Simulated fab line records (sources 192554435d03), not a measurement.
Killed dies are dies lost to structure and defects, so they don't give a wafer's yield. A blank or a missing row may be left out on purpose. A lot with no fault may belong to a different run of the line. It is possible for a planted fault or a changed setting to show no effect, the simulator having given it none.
fab line records	flow n5Finfet
record: lots: 9	wafers: 27	lastDay: 18
route steps=1938 shown MOL_CONTACT_COAG@559 BEOL_M4@1111 PASSIVATION@1936
lots that met no fault: from a run of the same line without faults
startH: hours from the record's opening day to when the first of the lot's shown wafers began	waitH: hours since the lot's step before	" as in the row above	L1.1+2: a single row standing in for several wafers	- value missing, or start not given	* or withheld: withheld	< > ~ a bound
route shown NAME@n: names a module that has steps shown in the file, with the first one's number in the route	usual: average and standard deviation across the fault-free wafers	same: alike in all rows	chamber/n: place in a boat	sites: per-site readings	_std_site: how widely they spread, as a standard deviation	_edge_site: inner sites' mean taken away from outer sites' mean	radiusMm: for every site, how far away it sits from the centre of the wafer	mask NAME#n: copy n	behind: the most recent tool/chamber to have shaped the wafer	hold: why the lot was held/for how many hours/how that ended	device: names the non-switching transistor (n, p or np)	end of line: at the end of the route, the tests of the same wafers	where a step has no rows: the recipe by itself	killed: at the first sort, the dies lost to defects and structure; wafer yield is something else	map: shows each die of a wafer: x if killed, . if not, _ if none is there
set.NAME: the setting the step ran with; set.NAME@STEP: the setting that earlier step ran with	model.NAME: the simulator's own value behind a step, which no gauge read
one table for each step of the route and one row for each wafer, over a sample of lots
services: when a tool's chamber went out of use (startH, in hours from the record's first day, below 0 if earlier), for how many hours, and the reason
== steps ==
step: N5_MOL_CONTACT_COAG_ALD_27
recipe: material: SiOC	targetThkA: 170	tempC: 400	aldPrecursorFamily: carbosiloxane	aldCoReactant: H2-plasma	pulseTimeS: 1.5	timeS: 2720	purgeTimeS: 2	coReactantPurgeTimeS: 2	aldCycles: 340	pressureTorr: 2
usual: heaterPowerW: 869/91	precursorPulseHeightRel: 0.998/0.02
same: pulseTimeS: 1.5
lot.wafer	tool	chamber	startH	waitH	heaterPowerW	precursorPulseHeightRel
L571.2	aldSin-02	3	114.72	0.3	999	1.014
L571.3	"	1	"	"	757	0.994
L571.5	"	3	"	"	961	1.009
L578.1	aldSin-02	0	155.99	0.0	818	1.031
L578.5	"	3	"	"	1016	0.973
L578.6	"	0	"	"	818	0.997
L579.2	aldSin-04	0	164.73	0.0	831	0.994
L579.3	"	2	"	"	891	0.985
L579.4	"	1	"	"	936	0.985
L580.1	aldSin-03	0	171.69	0.0	813	1.000
L580.5	"	3	"	"	917	0.982
L580.6	"	0	"	"	823	0.980
L582.1	aldSin-04	1	182.94	0.0	941	0.984
L582.3	"	3	"	"	691	0.964
L582.5	"	3	"	"	695	0.977
L586.2	aldSin-02	2	202.51	0.6	856	0.977
L586.4	"	3	"	"	1032	0.973
L586.6	"	0	"	"	804	1.008
L587.1	aldSin-04	0	206.26	0.0	814	0.987
L587.2	"	1	"	"	938	1.001
L587.5	"	3	"	"	716	0.996
L588.2	aldSin-04	3	213.48	0.0	690	1.012
L588.3	"	1	"	"	961	1.002
L588.4	"	2	"	"	868	0.989
L590.1	aldSin-03	0	228.76	0.0	826	0.999
L590.3	"	3	"	"	899	1.020
L590.5	"	1	"	"	1005	1.003
step: N5_MOL_CONTACT_COAG_CMP_28
recipe: stopOn: SiNx	tOverpolishS: 0.85	postCmpClean: alkalineBrush	downForcePsi: 4.15	platenRpm: 51.8	padVelocityMS: 1.0307	targetThkNm: 14.522
usual: edgeZonePressureFrac: 1.000/0.0049	motorCurrentA: 12.0/1.5	timeToEndpointS: 4.3/1.7
lot.wafer	tool	chamber	startH	waitH	edgeZonePressureFrac	motorCurrentA	timeToEndpointS
L571.3	cmp-01	3	116.29	0.8	1.002	13.5	5.8
L571.2	"	1	"	"	0.992	9.5	5.8
L571.5	"	3	"	"	1.000	13.1	9.5
L578.1	cmp-01	2	157.60	0.8	1.001	11.9	2.3
L578.5	"	1	"	"	1.001	9.8	4.4
L578.6	"	2	"	"	1.005	11.6	2.0
L579.2	cmp-03	2	166.30	0.8	1.004	12.7	3.2
L579.3	"	3	"	"	0.996	12.6	4.0
L579.4	"	1	"	"	1.001	12.7	4.4
L580.1	cmp-04	1	173.38	0.9	1.003	10.6	3.8
L580.5	"	2	"	"	1.003	15.1	3.6
L580.6	"	3	"	"	0.998	12.1	3.3
L582.3	cmp-04	3	184.55	0.8	1.005	11.3	7.2
L582.1	"	1	"	"	0.996	11.8	5.5
L582.5	"	2	"	"	0.988	14.6	4.6
L586.4	cmp-01	3	204.11	0.8	1.004	12.6	6.1
L586.2	"	1	"	"	0.999	9.3	3.7
L586.6	"	2	"	"	0.993	11.7	3.7
L587.2	cmp-01	3	207.83	0.8	0.999	13.1	5.8
L587.1	"	1	"	"	0.991	9.8	3.7
L587.5	"	3	"	"	0.995	13.6	6.5
L588.3	cmp-04	3	215.09	0.8	0.998	12.4	5.1
L588.4	"	0	"	"	0.998	11.5	6.0
L588.2	"	1	"	"	0.991	10.6	9.5
L590.1	cmp-01	0	230.33	0.8	1.005	9.8	4.3
L590.3	"	1	"	"	0.996	9.7	3.8
L590.5	"	0	"	"	0.999	10.7	6.4
step: N5_MOL_CONTACT_COAG_DESCUM_88
recipe: chemistry: O2	timeS: 7	sourcePowerW: 50	biasPowerW: 20	pressureMtorr: 20	rfFrequencyHz: 2.712e+07	tempC: 40	resist: CAR-EUV	o2FlowSccm: 225
usual: drypumpMotorCurrentA: 6.0/0.36	oesProductAu: 0.79/0.095	rfVppV: 243.1/1.3	showerheadPlenumPTorr: 2.09/0.056	throttleValvePct: 20.45/0.3
lot.wafer	tool	chamber	startH	waitH	drypumpMotorCurrentA	oesProductAu	rfHoursCounterH	rfVppV	showerheadPlenumPTorr	throttleValvePct
L571.2	rieDiel-05	3	118.34	0.7	6.2	0.72	189	245.5	2.16	20.75
L571.3	"	2	"	"	6.3	0.83	57	241.6	2.04	20.12
L571.5	"	2	"	"	6.3	0.84	-	242.4	2.04	20.11
L578.1	rieDiel-04	0	158.85	0.0	5.4	0.67	247	243.3	2.15	20.48
L578.5	"	0	"	"	5.4	0.67	-	243.4	2.15	20.47
L578.6	"	3	"	"	6.4	0.66	-	240.1	1.98	20.89
L579.2	rieDiel-03	3	167.59	0.0	6.3	0.82	102	242.9	2.11	20.30
L579.3	"	2	"	"	5.5	0.69	223	244.1	2.14	20.87
L579.4	"	2	"	"	5.5	0.69	-	243.4	2.14	20.88
L580.1	rieDiel-03	2	174.90	0.0	5.5	0.68	226	244.6	2.14	20.88
L580.5	"	3	"	"	6.3	0.82	-	244.2	2.11	20.29
L580.6	"	2	"	"	5.5	0.69	-	243.5	2.14	20.90
L582.1	rieDiel-05	2	186.39	0.3	6.3	0.81	84	242.6	2.03	20.17
L582.3	"	0	"	"	6.0	0.84	77	243.7	2.03	20.13
L582.5	"	2	"	"	6.3	0.81	-	243.0	2.03	20.15
L586.2	rieDiel-05	1	205.53	0.2	6.2	0.94	3	242.9	2.06	20.46
L586.4	"	1	"	"	6.2	0.94	-	242.3	2.06	20.46
L586.6	"	2	"	"	6.3	0.79	-	241.1	2.02	20.18
L587.1	rieDiel-04	1	209.85	0.8	6.0	0.69	203	242.6	2.08	20.46
L587.2	"	2	"	"	5.3	0.93	16	242.9	2.04	19.95
L587.5	"	1	"	"	6.1	0.69	-	243.6	2.08	20.47
L588.2	rieDiel-04	2	217.06	0.1	5.3	0.92	18	242.1	2.04	19.96
L588.3	"	3	"	"	6.4	0.95	5	246.1	2.24	20.54
L588.4	"	0	"	"	5.4	0.96	11	243.9	2.15	20.13
L590.1	rieDiel-03	2	231.83	0.1	5.5	0.67	246	243.8	2.14	20.91
L590.3	"	3	"	"	6.3	0.80	126	243.7	2.10	20.33
L590.5	"	2	"	"	5.5	0.67	-	245.2	2.14	20.90
step: N5_MOL_CONTACT_COAG_STRIP_96
recipe: chemistry: N2/H2	powerW: 500	tempC: 40	pressureMtorr: 50	rfFrequencyHz: 6e+07	overashFraction: 0.3	biasPowerW: 28	h2Frac: 0.5	n2FlowSccm: 300	h2FlowSccm: 300
usual: biasPowerW: 28.00/0.09	chamberPressureMTorr: 50.00/0.058	drypumpMotorCurrentA: 6.0/0.4	oesProductAu: 0.79/0.1	rfVppV: 121.9/1.2	showerheadPlenumPTorr: 3.37/0.088	throttleValvePct: 19.0/0.32
lot.wafer	tool	chamber	startH	waitH	biasPowerW	chamberPressureMTorr	drypumpMotorCurrentA	oesProductAu	rfHoursCounterH	rfVppV	showerheadPlenumPTorr	throttleValvePct
L571.2	rieDiel-05	2	119.08	0.0	27.94	50.04	6.3	0.84	58	121.8	3.28	18.7
L571.3	"	0	"	"	28.09	49.92	6.1	0.88	51	122.5	3.28	19.0
L571.5	"	0	"	"	28.01	50.00	6.1	0.87	-	121.4	3.28	19.0
L578.1	rieDiel-05	2	159.39	0.0	-	-	-	-	-	-	-	-
L578.5	"	1	"	"	-	-	-	-	-	-	-	-
L578.6	"	2	"	"	-	-	-	-	-	-	-	-
L579.2	rieDiel-04	3	168.13	0.0	-	-	-	-	-	-	-	-
L579.3	"	1	"	"	-	-	-	-	-	-	-	-
L579.4	"	3	"	"	-	-	-	-	-	-	-	-
L580.1	rieDiel-05	2	175.44	0.0	-	-	-	-	-	-	-	-
L580.5	"	1	"	"	-	-	-	-	-	-	-	-
L580.6	"	2	"	"	-	-	-	-	-	-	-	-
L582.1	rieDiel-04	2	187.25	0.0	28.09	49.95	5.4	0.95	7	120.9	3.29	18.4
L582.3	"	1	"	"	28.00	50.00	6.1	0.70	194	120.4	3.35	19.0
L582.5	"	3	"	"	28.10	50.02	6.4	0.66	-	120.3	3.17	19.3
L586.2	rieDiel-04	3	206.60	0.0	27.82	50.04	6.3	0.98	2	121.6	3.57	18.9
L586.4	"	2	"	"	27.88	50.03	5.4	0.93	14	121.7	3.28	18.4
L586.6	"	2	"	"	27.87	49.97	5.4	0.93	-	122.4	3.28	18.4
L587.1	rieDiel-04	0	210.40	0.0	27.96	49.99	5.4	0.95	9	122.7	3.45	18.6
L587.2	"	2	"	"	27.94	49.96	5.3	0.92	16	122.9	3.28	18.4
L587.5	"	0	"	"	27.97	49.98	5.4	0.95	-	121.4	3.45	18.6
L588.2	rieDiel-04	3	217.60	0.0	27.97	49.86	6.4	0.95	5	123.0	3.57	18.9
L588.3	"	0	"	"	27.97	50.12	5.4	0.95	11	121.5	3.45	18.6
L588.4	"	1	"	"	28.02	50.02	6.1	0.70	205	121.3	3.34	19.0
L590.1	rieDiel-05	3	232.46	0.0	27.85	49.91	6.3	0.70	227	124.5	3.45	19.6
L590.3	"	2	"	"	28.00	50.10	6.4	0.77	102	124.6	3.25	18.8
L590.5	"	2	"	"	28.10	49.99	6.4	0.78	-	120.6	3.25	18.8
step: N5_BEOL_M4_RC_MEAS_101
usual: DIBL_N: 36.5/1.4	DIBL_P: 36.9/1.7	IOFF_N: 0.163/0.023	IOFF_P: 0.22/0.032	ION_N: 673/9	ION_P: 462/7.5	SS_N: 71.6/0.54	SS_P: 73.4/0.62	VT_N: 249.8/2.8	VT_P: -250/3.5
lot.wafer	tool	chamber	startH	waitH	DIBL_N[mV/V]	DIBL_P[mV/V]	IOFF_N[nA/um]	IOFF_P[nA/um]	ION_N[uA/um]	ION_P[uA/um]	SS_N[mV/dec]	SS_P[mV/dec]	VT_N[mV]	VT_P[mV]
L571.2	prober-01	0	186.04	0.2	36.1	37.5	0.159	0.23	674	469	71.1	73.0	248.9	-247
L571.3	"	0	"	"	37.7	39.1	0.190	0.27	678	469	71.6	73.6	249.7	-248
L571.5	"	0	"	"	35.5	36.7	0.152	0.22	677	471	71.4	73.6	253.0	-252
L582.1	prober-02	0	258.78	0.0	36.8	37.7	0.165	0.23	676	463	71.1	74.2	250.1	-249
L582.3	"	0	"	"	38.4	39.3	0.190	0.27	678	470	71.7	73.5	249.8	-246
L582.5	"	0	"	"	37.9	38.4	0.181	0.25	676	468	71.4	73.5	249.2	-249
L587.1	prober-01	0	277.93	0.0	33.6	35.0	0.123	0.19	658	461	70.9	72.6	255.1	-251
L587.2	"	0	"	"	35.3	36.8	0.146	0.21	678	464	71.4	73.4	253.1	-252
L587.5	"	0	"	"	33.0	34.3	0.114	0.18	657	461	71.1	73.1	255.0	-256
L586.2	prober-01	0	280.63	0.2	37.0	38.6	0.158	0.21	673	466	71.4	73.5	249.6	-250
L586.4	"	0	"	"	38.6	40.0	0.175	0.22	676	457	72.2	73.9	251.9	-253
L586.6	"	0	"	"	38.9	39.9	0.186	0.23	676	459	72.4	74.1	250.7	-251
L588.2	prober-02	0	282.28	0.2	37.8	39.6	0.191	0.22	679	457	71.9	74.2	247.5	-252
L588.3	"	0	"	"	35.1	36.1	0.142	0.17	671	448	71.0	73.7	251.1	-258
L588.4	"	0	"	"	34.4	35.9	0.128	0.17	656	454	70.8	73.8	255.7	-254
L590.1	prober-02	0	309.87	0.0	37.4	36.8	0.154	0.21	669	464	71.8	73.0	251.2	-249
L590.3	"	0	"	"	35.0	33.4	0.117	0.16	668	456	71.4	72.8	254.7	-253
L590.5	"	0	"	"	37.4	36.2	0.156	0.20	664	455	71.9	73.4	252.8	-249
step: N5_PASSIVATION_PROBE_49
usual: defectLimitedYield: 91.2/1.4	killed_at_M0_to_M3: 35/11	killed_at_M4_up: 12/4.2	killedAtContacts: 13/5.6	killedAtFrontEnd: 40/12	killedAtOther: 3.3/2.6	killedDies: 103/17	killedOnRim: 14/4.5	killedOpen: 68/12	killedShort: 34/7.6	sort_bin_5_function: 5.1/0.95	sort_bin_6_memory: 3.3/0.68	sortNPass: 1077/17	sortYieldPct: 91.2/1.4
same: grossDies: 1180	killedAtBackSide: 0	sort_bin_4_leakage[%]: 0	sort_bin_8_speed[%]: 0
lot.wafer	tool	chamber	startH	waitH	defectLimitedYield[%]	killed_at_M0_to_M3	killed_at_M4_up	killedAtContacts	killedAtFrontEnd	killedAtOther	killedDies	killedOnRim	killedOpen	killedShort	sort_bin_5_function[%]	sort_bin_6_memory[%]	sortNPass	sortYieldPct[%]
L571.2	prober-01	-	286.77	0.1	91.7	35	6	17	39	1	98	11	64	32	4.7	3.1	1082	91.7
L571.3	prober-01	-	286.82	0.1	88.3	58	12	8	59	1	138	22	83	54	6.0	4.7	1042	88.3
L571.5	prober-01	-	286.92	0.2	90.3	41	13	6	54	1	115	13	85	28	5.8	3.8	1065	90.3
L578.1	prober-01	-	324.92	0.0	0	34	6	1101	36	3	1180	152	61	33	96.7	2.8	0	0
L578.5	prober-01	-	325.12	0.2	0	39	14	1094	31	2	1180	152	67	31	96.8	2.5	0	0
L578.6	prober-01	-	325.17	0.3	0	35	9	1087	45	4	1180	152	79	26	96.2	3.7	0	0
L580.1	prober-02	-	339.91	0.0	0	43	17	1072	48	0	1180	152	80	38	95.8	3.6	0	0
L580.5	prober-02	-	340.11	0.2	0	30	15	1084	42	9	1180	152	57	43	96.5	3.3	0	0
L580.6	prober-02	-	340.16	0.3	0	23	15	1084	55	3	1180	152	68	37	96.4	3.1	0	0
L579.2	prober-01	-	351.15	0.1	0	54	12	1054	55	5	1180	152	88	40	95.6	4.4	0	0
L579.3	prober-01	-	351.20	0.1	0	36	7	1085	43	9	1180	152	69	33	96.9	2.7	0	0
L579.4	prober-01	-	351.25	0.2	0	36	6	1085	48	5	1180	152	73	34	96.8	2.7	0	0
L582.1	prober-02	-	355.75	0.0	89.3	44	19	11	50	2	126	20	84	39	5.7	4.7	1054	89.3
L582.3	prober-02	-	355.85	0.1	90.1	38	7	12	55	5	117	21	80	35	6.0	3.6	1063	90.1
L582.5	prober-02	-	355.95	0.2	89.9	22	15	17	60	5	119	20	82	36	6.7	3.0	1061	89.9
killed by level:class
L571.2 MOL_CONTACT_COAG:geometricParticle:open=15 STI_FIN_REVEAL:geometricParticle:open=9 BEOL_M0_SAQP:geometricParticle:open=9 BEOL_M0_SAQP:geometricParticle:short=7 FIN_SAQP:geometricParticle:open=6 FIN_SAQP:geometricParticle:short=6 BEOL_M2:geometricParticle:open=6 BEOL_M1:geometricParticle:open=5
L571.3 BEOL_M0_SAQP:geometricParticle:short=20 BEOL_M0_SAQP:geometricParticle:open=15 FIN_SAQP:geometricParticle:short=13 DUMMY_GATE:geometricParticle:open=11 FIN_SAQP:geometricParticle:open=9 STI_FIN_REVEAL:geometricParticle:open=9 BEOL_M3:geometricParticle:open=9 BEOL_M1:geometricParticle:open=7
L571.5 FIN_SAQP:geometricParticle:open=21 BEOL_M0_SAQP:geometricParticle:open=11 FIN_SAQP:geometricParticle:short=10 BEOL_M0_SAQP:geometricParticle:short=9 BEOL_M2:geometricParticle:open=8 BEOL_M4:geometricParticle:open=7 STI_FIN_REVEAL:geometricParticle:open=6 BEOL_M1:geometricParticle:open=6
L578.1 MOL_CONTACT_COAG:areaEtch=1086 MOL_CONTACT_COAG:geometricParticle:open=11 STI_FIN_REVEAL:geometricParticle:open=9 BEOL_M0_SAQP:geometricParticle:open=7 FIN_SAQP:geometricParticle:open=6 BEOL_M0_SAQP:geometricParticle:short=6 BEOL_M3:geometricParticle:open=6 BEOL_M1:geometricParticle:open=5
L578.5 MOL_CONTACT_COAG:areaEtch=1078 STI_FIN_REVEAL:geometricParticle:open=10 MOL_CONTACT_COAG:geometricParticle:open=9 BEOL_M4:geometricParticle:open=8 BEOL_M0_SAQP:geometricParticle:open=8 MOL_CONTACT_COAG:geometricParticle:short=6 BEOL_M0_SAQP:geometricParticle:short=6 BEOL_M2:geometricParticle:open=6
L578.6 MOL_CONTACT_COAG:areaEtch=1075 BEOL_M0_SAQP:geometricParticle:open=16 STI_FIN_REVEAL:geometricParticle:open=13 MOL_CONTACT_COAG:geometricParticle:open=10 FIN_SAQP:geometricParticle:open=9 STARTING-WAFER:geometricParticle:short=6 BEOL_M0_SAQP:geometricParticle:short=5 BEOL_M2:geometricParticle:open=5
L580.1 MOL_CONTACT_COAG:areaEtch=1060 STI_FIN_REVEAL:geometricParticle:open=14 BEOL_M0_SAQP:geometricParticle:short=13 BEOL_M0_SAQP:geometricParticle:open=13 BEOL_M4:geometricParticle:open=10 MOL_CONTACT_COAG:geometricParticle:open=9 FIN_SAQP:geometricParticle:open=6 DUMMY_GATE:geometricParticle:open=5
L580.5 MOL_CONTACT_COAG:areaEtch=1080 BEOL_M0_SAQP:geometricParticle:short=10 BEOL_M4:geometricParticle:open=9 BEOL_M0_SAQP:geometricParticle:open=9 ILD0:geometricParticle:short=8 STI_FIN_REVEAL:geometricParticle:open=6 ILD0:geometricParticle:open=5 GATE_CUT:geometricParticle:short=4
L580.6 MOL_CONTACT_COAG:areaEtch=1074 STI_FIN_REVEAL:geometricParticle:open=14 MOL_CONTACT_COAG:geometricParticle:open=9 FIN_SAQP:geometricParticle:open=8 ILD0:geometricParticle:short=6 GATE_CUT:geometricParticle:short=6 BEOL_M0_SAQP:geometricParticle:open=5 BEOL_M1:geometricParticle:open=5
L579.2 MOL_CONTACT_COAG:areaEtch=1050 FIN_SAQP:geometricParticle:short=16 BEOL_M0_SAQP:geometricParticle:open=15 BEOL_M2:geometricParticle:open=15 FIN_SAQP:geometricParticle:open=10 BEOL_M1:geometricParticle:open=9 STI_FIN_REVEAL:geometricParticle:open=7 BEOL_M0_SAQP:geometricParticle:short=5
L579.3 MOL_CONTACT_COAG:areaEtch=1078 FIN_SAQP:geometricParticle:open=12 STI_FIN_REVEAL:geometricParticle:open=9 BEOL_M0_SAQP:geometricParticle:open=9 BEOL_M2:geometricParticle:open=9 FIN_SAQP:geometricParticle:short=8 MIM_BOT:geometricParticle:open=6 MOL_CONTACT_COAG:geometricParticle:open=5
L579.4 MOL_CONTACT_COAG:areaEtch=1073 FIN_SAQP:geometricParticle:open=11 STI_FIN_REVEAL:geometricParticle:open=10 MOL_CONTACT_COAG:geometricParticle:open=9 FIN_SAQP:geometricParticle:short=8 BEOL_M2:geometricParticle:open=8 BEOL_M0:geometricParticle:open=7 GATE_CUT:geometricParticle:short=6
L582.1 FIN_SAQP:geometricParticle:open=13 BEOL_M0_SAQP:geometricParticle:open=12 BEOL_M1:geometricParticle:open=11 STI_FIN_REVEAL:geometricParticle:open=8 MOL_CONTACT_COAG:geometricParticle:open=8 BEOL_M0_SAQP:geometricParticle:short=6 FIN_CUT:geometricParticle:short=5 BEOL_M3:geometricParticle:open=5
L582.3 FIN_SAQP:geometricParticle:open=19 MOL_CONTACT_COAG:geometricParticle:open=11 FIN_SAQP:geometricParticle:short=9 BEOL_M1:geometricParticle:open=9 BEOL_M2:geometricParticle:open=8 GATE_CUT:geometricParticle:short=6 BEOL_M0_SAQP:geometricParticle:open=6 DUMMY_GATE:geometricParticle:open=5
L582.5 FIN_SAQP:geometricParticle:open=16 MOL_CONTACT_COAG:geometricParticle:open=14 FIN_SAQP:geometricParticle:short=10 STI_FIN_REVEAL:geometricParticle:open=8 BEOL_M0_SAQP:geometricParticle:open=8 GATE_CUT:geometricParticle:short=6 BEOL_M5:geometricParticle:open=5 ILD0:geometricParticle:open=4
== services ==
tool	chamber	startH	hours	kind
rieDiel-04	-	94.95	0.9	repair
aldSin-04	-	103.29	4.3	pm
cmp-01	-	107.33	3.7	repair
cmp-04	-	111.68	2.5	repair
aldSin-03	-	126.31	2.5	repair
cmp-03	-	126.99	4.0	pm
cmp-03	-	132.59	14.3	pm
aldSin-04	2	133.92	6.5	repair
aldSin-04	-	148.08	6.1	pm
rieDiel-04	2	149.43	-	clean
rieDiel-04	2	149.43	-	consumableReplace:focusRing
rieDiel-04	2	149.43	24.1	scheduledDown
rieDiel-04	0	154.52	2.4	repair
rieDiel-04	0	161.59	5.3	repair
cmp-03	-	162.10	0.6	repair
cmp-04	-	164.33	7.0	pm
rieDiel-03	1	165.50	5.0	repair
aldSin-04	1	167.78	6.5	repair
cmp-01	-	199.18	4.0	pm
rieDiel-05	3	202.56	13.1	repair
cmp-03	-	207.95	6.7	pm
cmp-04	-	213.35	0.6	repair
aldSin-03	2	216.08	16.4	repair
aldSin-02	2	226.08	7.9	repair
== key ==
firstSign: step: N5_MOL_CONTACT_COAG_STRIP_96	reading: toolRecord	direction: missing
effect: step: N5_PASSIVATION_PROBE_49	reading: killedAtContacts	direction: up	sigmas: 99+	usual: 13	struck: 1083
moreKillsBornAt: N5_MOL_CONTACT_COAG_ETCH_47@rieDiel-05: 6453	N5_MOL_CONTACT_COAG_ETCH_47@rieDiel-04: 3201
metAt N5_MOL_CONTACT_COAG_STRIP_96
struckLots L578,L579,L580
laterRowsLeftOut L578.1,L578.5,L578.6,L579.2,L579.3,L579.4,L580.1,L580.5,L580.6
notActingAt N5_MOL_CONTACT_COAG_ALD_27,N5_MOL_CONTACT_COAG_CMP_28,N5_MOL_CONTACT_COAG_DESCUM_88
onsetBetween 119.08 159.39
fault: kind: skippedStepWhole	tool: rieDiel-04,rieDiel-05	chamber: -	onsetH: 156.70	steps: N5_MOL_CONTACT_COAG_STRIP_96	scope: struckLotsOnly
laterRowsLeftOut: the simulator's readings of these wafers behind a module that went badly wrong aren't trusted and aren't shown, but for the sort
